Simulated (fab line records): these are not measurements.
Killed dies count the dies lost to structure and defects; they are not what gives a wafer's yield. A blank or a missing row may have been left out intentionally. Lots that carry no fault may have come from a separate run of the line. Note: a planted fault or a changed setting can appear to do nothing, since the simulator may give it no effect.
Which tool was responsible? || flow n5Finfet || 32 wafers from 11 lots sampled at 5 of the route's 1938 steps

== WHAT THE GAUGES READ, wafer by wafer ==
N5_BEOL_M14_INSPECT_55: inspects for defects (darkfield).
{"lot": "L853", "measured": "day 11 07:43", "on": "defectInspect-01", "rawDefectCount": "53 60 58"}
{"lot": "L856", "measured": "day 11 16:32", "on": "defectInspect-02", "rawDefectCount": "48 37 41"}
{"lot": "L855", "measured": "day 11 18:26", "on": "defectInspect-02", "rawDefectCount": "120 54 67"}
{"lot": "L857", "measured": "day 12 09:53", "on": "defectInspect-02", "rawDefectCount": "35 26"}
{"lot": "L858", "measured": "day 12 10:07", "on": "defectInspect-01", "rawDefectCount": "71 44 66"}
{"lot": "L859", "measured": "day 12 19:54", "on": "defectInspect-01", "rawDefectCount": "56 94 60"}
{"lot": "L867", "measured": "day 14 14:00", "on": "defectInspect-01", "rawDefectCount": "86 102 59"}
{"lot": "L870", "measured": "day 15 17:55", "on": "defectInspect-02", "rawDefectCount": "32 61 39"}
{"lot": "L875", "measured": "day 16 13:17", "on": "defectInspect-01", "rawDefectCount": "64 60 62"}
{"lot": "L874", "measured": "day 16 15:21", "on": "defectInspect-01", "rawDefectCount": "84 64 51"}
{"lot": "L876", "measured": "day 17 15:49", "on": "defectInspect-01", "rawDefectCount": "66 75 74"}

N5_BEOL_M15_THK_MEAS_01.
{"lot": "L853", "measured": "day 11 08:01", "on": "filmMetro-02", "M15_ILD_THK (nm)": "1611 1620 1616"}
{"lot": "L856", "measured": "day 11 16:49", "on": "filmMetro-01", "M15_ILD_THK (nm)": "1637 1634 1657"}
{"lot": "L855", "measured": "day 11 18:43", "on": "filmMetro-01", "M15_ILD_THK (nm)": "1632 1640 1676"}
{"lot": "L857", "measured": "day 12 10:17", "on": "filmMetro-02", "M15_ILD_THK (nm)": "1613 1797"}
{"lot": "L858", "measured": "day 12 10:23", "on": "filmMetro-02", "M15_ILD_THK (nm)": "1649 1660 1622"}
{"lot": "L859", "measured": "day 12 20:18", "on": "filmMetro-02", "M15_ILD_THK (nm)": "1802 1642 1650"}
{"lot": "L867", "measured": "day 14 14:17", "on": "filmMetro-01", "M15_ILD_THK (nm)": "1626 1639 1678"}
{"lot": "L870", "measured": "day 15 18:13", "on": "filmMetro-01", "M15_ILD_THK (nm)": "1612 1623 1656"}
{"lot": "L875", "measured": "day 16 13:35", "on": "filmMetro-02", "M15_ILD_THK (nm)": "1630 1623 1651"}
{"lot": "L874", "measured": "day 16 15:38", "on": "filmMetro-01", "M15_ILD_THK (nm)": "1611 1651 1645"}
{"lot": "L876", "measured": "day 17 16:07", "on": "filmMetro-01", "M15_ILD_THK (nm)": "1639 1648 1640"}

== TOOL THAT RAN EACH LOT (tool first, then ch and the chambers of the sampled wafers, then the start) ==
{"lot": "L853", "N5_BEOL_M14_STRIP_37": "rieDiel-02 ch 0,1,2, day 11 05:30", "N5_BEOL_M14_DEGAS_41": "pvdSputter-01, day 11 06:10", "N5_BEOL_M15_ILD_DEP_00": "pecvd-03 ch 0,1,2, day 11 07:46"}
{"lot": "L856", "N5_BEOL_M14_STRIP_37": "rieDiel-05 ch 2,3, day 11 14:03", "N5_BEOL_M14_DEGAS_41": "pvdSputter-02, day 11 15:14", "N5_BEOL_M15_ILD_DEP_00": "pecvd-03 ch 0,1,2, day 11 16:34"}
{"lot": "L855", "N5_BEOL_M14_STRIP_37": "rieDiel-05 ch 1,3, day 11 16:06", "N5_BEOL_M14_DEGAS_41": "pvdSputter-03, day 11 16:49", "N5_BEOL_M15_ILD_DEP_00": "pecvd-04 ch 0,2, day 11 18:28"}
{"lot": "L857", "N5_BEOL_M14_STRIP_37": "rieDiel-05 ch 1,2, day 12 07:23", "N5_BEOL_M14_DEGAS_41": "pvdSputter-02, day 12 07:48", "N5_BEOL_M15_ILD_DEP_00": "pecvd-03 ch 1,2, day 12 09:55"}
{"lot": "L858", "N5_BEOL_M14_STRIP_37": "rieDiel-02 ch 2,3, day 12 07:28", "N5_BEOL_M14_DEGAS_41": "pvdSputter-02, day 12 08:14", "N5_BEOL_M15_ILD_DEP_00": "pecvd-04 ch 0,2, day 12 10:08"}
{"lot": "L859", "N5_BEOL_M14_STRIP_37": "rieDiel-04 ch 0,1,2, day 12 17:52", "N5_BEOL_M14_DEGAS_41": "pvdSputter-02, day 12 18:22", "N5_BEOL_M15_ILD_DEP_00": "pecvd-03 ch 1,2, day 12 19:56"}
{"lot": "L867", "N5_BEOL_M14_STRIP_37": "rieDiel-05 ch 0,1,2, day 14 11:35", "N5_BEOL_M14_DEGAS_41": "pvdSputter-03, day 14 12:08", "N5_BEOL_M15_ILD_DEP_00": "pecvd-04 ch 1,2, day 14 14:02"}
{"lot": "L870", "N5_BEOL_M14_STRIP_37": "rieDiel-05 ch 1,2,3, day 15 16:10", "N5_BEOL_M14_DEGAS_41": "pvdSputter-03, day 15 16:38", "N5_BEOL_M15_ILD_DEP_00": "pecvd-03 ch 0,2, day 15 17:58"}
{"lot": "L875", "N5_BEOL_M14_STRIP_37": "rieDiel-02 ch 1,3, day 16 11:26", "N5_BEOL_M14_DEGAS_41": "pvdSputter-02, day 16 12:00", "N5_BEOL_M15_ILD_DEP_00": "pecvd-03 ch 1,2, day 16 13:20"}
{"lot": "L874", "N5_BEOL_M14_STRIP_37": "rieDiel-05 ch 2,3, day 16 13:24", "N5_BEOL_M14_DEGAS_41": "pvdSputter-03, day 16 14:03", "N5_BEOL_M15_ILD_DEP_00": "pecvd-03 ch 0,1,2, day 16 15:23"}
{"lot": "L876", "N5_BEOL_M14_STRIP_37": "rieDiel-02 ch 0,1,2, day 17 14:00", "N5_BEOL_M14_DEGAS_41": "pvdSputter-01, day 17 14:25", "N5_BEOL_M15_ILD_DEP_00": "pecvd-03 ch 0,1,2, day 17 15:58"}
- N5_BEOL_M14_STRIP_37: strips in O2.
- N5_BEOL_M14_DEGAS_41: time 60 s.
- N5_BEOL_M15_ILD_DEP_00: deposits SiO2 from TEOS/O2, target thk 1629.3 nm, time 346.1 s.

== AS READ BY THE TOOLS THEMSELVES (means over the sampled wafers that have a number; for cases with no such wafer, the mark the record gives instead) ==
N5_BEOL_M14_STRIP_37.
{"lot": "L853", "tool": "rieDiel-02", "drypumpMotorCurrentA (A)": 5.5, "oesProductAu (a.u.)": 0.74, "rfVppV (V)": 3.4, "showerheadPlenumPTorr (Torr)": 2.09, "throttleValvePct (%)": 16.68}
{"lot": "L856", "tool": "rieDiel-05", "drypumpMotorCurrentA (A)": 5.9, "oesProductAu (a.u.)": 0.75, "rfVppV (V)": 3.8, "showerheadPlenumPTorr (Torr)": 2.18, "throttleValvePct (%)": 16.62}
{"lot": "L855", "tool": "rieDiel-05", "drypumpMotorCurrentA (A)": 5.6, "oesProductAu (a.u.)": 0.78, "rfVppV (V)": 3.1, "showerheadPlenumPTorr (Torr)": 2.05, "throttleValvePct (%)": 16.62}
{"lot": "L857", "tool": "rieDiel-05", "drypumpMotorCurrentA (A)": 5.7, "oesProductAu (a.u.)": 0.70, "rfVppV (V)": 3.0, "showerheadPlenumPTorr (Torr)": 2.06, "throttleValvePct (%)": 16.74}
{"lot": "L858", "tool": "rieDiel-02", "drypumpMotorCurrentA (A)": 5.5, "oesProductAu (a.u.)": 0.80, "rfVppV (V)": 3.7, "showerheadPlenumPTorr (Torr)": 2.13, "throttleValvePct (%)": 16.67}
{"lot": "L859", "tool": "rieDiel-04", "drypumpMotorCurrentA (A)": 5.3, "oesProductAu (a.u.)": 0.73, "rfVppV (V)": 2.6, "showerheadPlenumPTorr (Torr)": 2.05, "throttleValvePct (%)": 16.81}
{"lot": "L867", "tool": "rieDiel-05", "drypumpMotorCurrentA (A)": 5.5, "oesProductAu (a.u.)": 0.70, "rfVppV (V)": 3.0, "showerheadPlenumPTorr (Torr)": 2.07, "throttleValvePct (%)": 16.64}
{"lot": "L870", "tool": "rieDiel-05", "drypumpMotorCurrentA (A)": 5.7, "oesProductAu (a.u.)": 0.72, "rfVppV (V)": 3.3, "showerheadPlenumPTorr (Torr)": 2.10, "throttleValvePct (%)": 16.68}
{"lot": "L875", "tool": "rieDiel-02", "drypumpMotorCurrentA (A)": 5.1, "oesProductAu (a.u.)": 0.79, "rfVppV (V)": 4.5, "showerheadPlenumPTorr (Torr)": 2.12, "throttleValvePct (%)": 16.58}
{"lot": "L874", "tool": "rieDiel-05", "drypumpMotorCurrentA (A)": 5.8, "oesProductAu (a.u.)": 0.95, "rfVppV (V)": 4.0, "showerheadPlenumPTorr (Torr)": 2.17, "throttleValvePct (%)": 16.41}
{"lot": "L876", "tool": "rieDiel-02", "drypumpMotorCurrentA (A)": 5.5, "oesProductAu (a.u.)": 0.89, "rfVppV (V)": 3.7, "showerheadPlenumPTorr (Torr)": 2.16, "throttleValvePct (%)": 16.44}

N5_BEOL_M14_DEGAS_41.
{"lot": "L853", "tool": "pvdSputter-01", "heaterPowerW (W)": 441}
{"lot": "L856", "tool": "pvdSputter-02", "heaterPowerW (W)": 516}
{"lot": "L855", "tool": "pvdSputter-03", "heaterPowerW (W)": 430}
{"lot": "L857", "tool": "pvdSputter-02", "heaterPowerW (W)": 452}
{"lot": "L858", "tool": "pvdSputter-02", "heaterPowerW (W)": 489}
{"lot": "L859", "tool": "pvdSputter-02", "heaterPowerW (W)": 559}
{"lot": "L867", "tool": "pvdSputter-03", "heaterPowerW (W)": 514}
{"lot": "L870", "tool": "pvdSputter-03", "heaterPowerW (W)": 500}
{"lot": "L875", "tool": "pvdSputter-02", "heaterPowerW (W)": 484}
{"lot": "L874", "tool": "pvdSputter-03", "heaterPowerW (W)": 398}
{"lot": "L876", "tool": "pvdSputter-01", "heaterPowerW (W)": 460}

N5_BEOL_M15_ILD_DEP_00.
{"lot": "L853", "tool": "pecvd-03", "heaterPowerW (W)": 497, "showerheadPlenumPTorr (Torr)": 8.36, "susceptorTempC (C)": 400.07, "throttleValvePct (%)": 18.8}
{"lot": "L856", "tool": "pecvd-03", "heaterPowerW (W)": 424, "showerheadPlenumPTorr (Torr)": 8.36, "susceptorTempC (C)": 399.90, "throttleValvePct (%)": 18.7}
{"lot": "L855", "tool": "pecvd-04", "heaterPowerW (W)": 467, "showerheadPlenumPTorr (Torr)": 8.34, "susceptorTempC (C)": 399.98, "throttleValvePct (%)": 17.4}
{"lot": "L857", "tool": "pecvd-03", "heaterPowerW (W)": 453, "showerheadPlenumPTorr (Torr)": 8.33, "susceptorTempC (C)": 393.03, "throttleValvePct (%)": 18.8}
{"lot": "L858", "tool": "pecvd-04", "heaterPowerW (W)": 475, "showerheadPlenumPTorr (Torr)": 8.35, "susceptorTempC (C)": 400.00, "throttleValvePct (%)": 17.4}
{"lot": "L859", "tool": "pecvd-03", "heaterPowerW (W)": 397, "showerheadPlenumPTorr (Torr)": 8.32, "susceptorTempC (C)": 395.09, "throttleValvePct (%)": 19.2}
{"lot": "L867", "tool": "pecvd-04", "heaterPowerW (W)": 434, "showerheadPlenumPTorr (Torr)": 8.42, "susceptorTempC (C)": 400.00, "throttleValvePct (%)": 18.0}
{"lot": "L870", "tool": "pecvd-03", "heaterPowerW (W)": 458, "showerheadPlenumPTorr (Torr)": 8.38, "susceptorTempC (C)": 400.05, "throttleValvePct (%)": 18.4}
{"lot": "L875", "tool": "pecvd-03", "heaterPowerW (W)": 414, "showerheadPlenumPTorr (Torr)": 8.35, "susceptorTempC (C)": 400.13, "throttleValvePct (%)": 18.7}
{"lot": "L874", "tool": "pecvd-03", "heaterPowerW (W)": 473, "showerheadPlenumPTorr (Torr)": 8.36, "susceptorTempC (C)": 399.88, "throttleValvePct (%)": 18.6}
{"lot": "L876", "tool": "pecvd-03", "heaterPowerW (W)": 393, "showerheadPlenumPTorr (Torr)": 8.35, "susceptorTempC (C)": 399.99, "throttleValvePct (%)": 18.7}

== THE ANSWER, worked out from the rows above alone ==
Rule: the lots themselves supply what counts as usual. Put in order of their means at a reading, lots are off if they are a third of the lots or fewer, leave a main group of 4 or more, and stand apart from it by a gap of 3 or more times the standard deviation of the main group's means; of several such gaps the widest counts. Not used: any main group whose means are identical at the precision the tables above print for the reading. Also off: a lot with no number at a reading for which 4 or more lots have one. Any other lot the step has rows for is counted as sound. The gauges are gone through in route order, then the tools' own readings, and for those a lot's mean is taken as printed above. At the first step where some lot is off, the reading lying furthest off is the one used; lots without a number count as furthest.
Off: L857, L859, seen at N5_BEOL_M15_THK_MEAS_01 (M15_ILD_THK). For the main group the mean is 1638 nm and the standard deviation 9.8.
If a tool, at a process step before that reading, ran all the lots that are off and no sound lot after the first of them, it fits. Not tried: the gauges at N5_BEOL_M15_THK_MEAS_01; whatever is off there is also off at N5_BEOL_M15_ILD_DEP_00, on other tools, and gauge error can't account for it. Of those tried, none fits.

== WHAT THE SIMULATOR HAD PUT IN ==
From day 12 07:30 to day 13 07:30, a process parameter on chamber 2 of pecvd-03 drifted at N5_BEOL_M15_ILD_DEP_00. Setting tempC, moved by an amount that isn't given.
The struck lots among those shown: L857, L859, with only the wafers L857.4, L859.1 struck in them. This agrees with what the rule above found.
